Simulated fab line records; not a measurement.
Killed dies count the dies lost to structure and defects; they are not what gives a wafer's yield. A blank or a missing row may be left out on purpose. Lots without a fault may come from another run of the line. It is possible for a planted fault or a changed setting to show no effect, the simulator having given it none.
Split-lot study + flow n5Finfet + 21 wafers read across 7 lots, on a route 1938 steps long

## ON THE SPLIT
At N5_BEOL_M6_HM_DEP_02 (deposits TiN, target thk 20 nm), the setting targetThkA was moved away from the recipe's 200 angstrom on 9 of the 21 wafers read, by -8.1% to +5.7%. All remaining wafers had this setting at the recipe value.

## FROM THE SPLIT TO THE READING: what the file shows between them, 4 steps
- N5_BEOL_M6_COAT_59: time 60 s, resist thk 100 nm
- N5_BEOL_M6_COAT_60: time 60 s, resist thk 35 nm
- N5_BEOL_M6_STRIP_68: strips in N2/H2
- N5_BEOL_M6_STRIP_67: strips in CF4

## THE READING
etch.depthNm (the simulator's own value, which no gauge read), in nm, at N5_BEOL_M6_HM_OPEN_17 (chemistry Cl2/BCl3, target TiN, target depth 20 nm, overetch 6 nm). No usual value for it is given in the file. Across the 12 wafers here that went through the recipe, the average is 20.04 nm and the standard deviation 0.28 nm.

| wafer  | tool, chamber at the split | targetThkA as run, angstrom | against the recipe | etch.depthNm, nm | against lot-mates on the recipe |
|--------|----------------------------|-----------------------------|--------------------|------------------|---------------------------------|
| L075.3 | pvdSputter-01, -           | 200                         | recipe             | 20.3             | -                               |
| L075.4 | pvdSputter-01, -           | 187.3                       | -6.3%              | 18.82            | -1.48                           |
| L075.5 | pvdSputter-01, -           | 187.3                       | -6.3%              | 18.54            | -1.76                           |
| L076.2 | pvdSputter-03, -           | 200                         | recipe             | 20.01            | -                               |
| L076.3 | pvdSputter-03, -           | 200                         | recipe             | 19.98            | -                               |
| L076.6 | pvdSputter-03, -           | 200                         | recipe             | 20.14            | -                               |
| L085.2 | pvdSputter-02, -           | 211.4                       | +5.7%              | 21.27            | +1.38                           |
| L085.3 | pvdSputter-02, -           | 200                         | recipe             | 19.9             | -                               |
| L085.5 | pvdSputter-02, -           | 200                         | recipe             | 19.88            | -                               |
| L086.3 | pvdSputter-01, -           | 209.3                       | +4.6%              | 20.92            | +0.50                           |
| L086.4 | pvdSputter-01, -           | 200                         | recipe             | 20.45            | -                               |
| L086.6 | pvdSputter-01, -           | 200                         | recipe             | 20.39            | -                               |
| L087.1 | pvdSputter-02, -           | 183.8                       | -8.1%              | 18.5             | -1.35                           |
| L087.2 | pvdSputter-02, -           | 200                         | recipe             | 19.85            | -                               |
| L087.4 | pvdSputter-02, -           | 183.8                       | -8.1%              | 18.46            | -1.39                           |
| L090.2 | pvdSputter-02, -           | 207.8                       | +3.9%              | 21.15            | +0.80                           |
| L090.4 | pvdSputter-02, -           | 200                         | recipe             | 20.35            | -                               |
| L090.5 | pvdSputter-02, -           | 207.8                       | +3.9%              | 21.2             | +0.85                           |
| L096.1 | pvdSputter-03, -           | 200                         | recipe             | 19.77            | -                               |
| L096.2 | pvdSputter-03, -           | 192.7                       | -3.7%              | 18.67            | -0.96                           |
| L096.3 | pvdSputter-03, -           | 200                         | recipe             | 19.49            | -                               |

FIT RESULTS
A straight line over all 21 wafers: etch.depthNm changes by +0.219 nm for each +1% of targetThkA; r = +0.95; the points scatter about the line by 0.29 nm.
The same after taking each lot's own level away (the mean of its wafers on the recipe; 21 wafers): +0.202 nm for each +1%; r = +0.97; scatter 0.2 nm.
According to that fit, moving targetThkA by its largest amount changes the reading by 1.6 nm.
The lots' own levels span 19.630 to 20.420 nm, that is 2.8 times the standard deviation above.
So the lot-to-lot level changes the slope little: the two slopes agree.
Check: -1.75 nm against its lot-mates is what the line predicts for one of the wafers moved furthest among these (-8.1%) when that wafer is left out of the fit. Against them it came out at -1.35 nm.

## OTHER SPLITS APPLIED TO THESE WAFERS
These wafers also went through other splits before the reading. Each is held against what the fit with the lots' levels taken away leaves over:
| other split on the same wafers    | wafers away from the commonest value | r with etch.depthNm (lot level and that fit taken away) |
|-----------------------------------|--------------------------------------|---------------------------------------------------------|
| N5_BEOL_M1_DESCUM_33 timeS        | 5                                    | -0.22                                                   |
| N5_BEOL_M1_TRENCH_ETCH_37 timeS   | 7                                    | +0.12                                                   |
| N5_BEOL_M2_ETCH_70 biasW          | 5                                    | +0.09                                                   |
| N5_BEOL_M3_DESCUM_33 timeS        | 7                                    | -0.31                                                   |
| N5_BEOL_M3_TRENCH_ETCH_37 sourceW | 11                                   | -0.08                                                   |
| N5_BEOL_M5_DESCUM_16 timeS        | 6                                    | -0.06                                                   |
| N5_BEOL_M6_PECVD_70 tempC         | 4                                    | +0.09                                                   |

## THE WHOLE CHAIN: every reading that the file lists as answering this split, in the file's order
| step                  | what it does                                                      | reading                                                                         | change (the file's fit)               | r (the file's) |
|-----------------------|-------------------------------------------------------------------|---------------------------------------------------------------------------------|---------------------------------------|----------------|
| N5_BEOL_M6_HM_DEP_02  | deposits TiN, target thk 20 nm                                    | TiN_of_BEOL_M6_HM_DEP_02.thkNm (the simulator's own value, which no gauge read) | +0.199 nm for each +1% of the setting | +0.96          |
| N5_BEOL_M6_HM_OPEN_17 | chemistry Cl2/BCl3, target TiN, target depth 20 nm, overetch 6 nm | etch.depthNm (the simulator's own value, which no gauge read)                   | +0.203 nm for each +1% of the setting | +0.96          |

## FILE'S OWN FIT
etch.depthNm changes by +0.203 nm for each +1% of targetThkA, r = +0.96.
